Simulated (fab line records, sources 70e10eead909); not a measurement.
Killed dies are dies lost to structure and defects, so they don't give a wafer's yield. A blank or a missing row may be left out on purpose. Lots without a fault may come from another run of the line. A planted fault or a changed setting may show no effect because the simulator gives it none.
Chamber matching | flow nand_harc | NHARC_A_CHANNEL_FILL_D2_ALD_16 on ald_hk-04: 4 sister chambers
The step deposits SiO2, target thk 1.5 nm, pulse time 10 s, ald cycles 15. 4 wafers are shown with their chamber, then 9 later ones without.

WAFERS WITH THEIR CHAMBER
wafer  | chamber | heater_power_w (W)
L251.4 | 1       | 603
L258.1 | 2       | 497
L258.2 | 0       | 413
L258.5 | 3       | 461

WAFERS WITHOUT THEIR CHAMBER
wafer  | heater_power_w (W)
L260.1 | 409
L260.2 | 498
L260.6 | 414
L261.2 | 463
L261.3 | 420
L261.6 | 628
L262.1 | 451
L262.3 | 501
L262.4 | 639

WHICH CHAMBER EACH WENT THROUGH
wafer  | from the rows above     | in truth
L260.1 | 0                       | 0
L260.2 | 2                       | 2
L260.6 | 0                       | 0
L261.2 | 3                       | 3
L261.3 | 0                       | 0
L261.6 | 1                       | 1
L262.1 | can't be placed: 3 or 0 | 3
L262.3 | 2                       | 2
L262.4 | 1                       | 1
Placed correctly: 8 of 9. Can't be placed from these rows: 1 (the true chamber is among the candidates in 1). Placed wrongly: 0.
How it was worked out, from the rows above alone: a wafer's distance from a chamber is the root of the sum, over the readings, of the square of ((its reading less the chamber's mean) divided by the reading's scatter). The wafer belongs to the nearest chamber; if the next one is less than 2 further off, it can't be placed. A chamber's mean is the mean of its shown wafers. The scatter: with one shown wafer a chamber, the root of the mean of the squares of how far each hidden wafer lies from its nearest shown one.
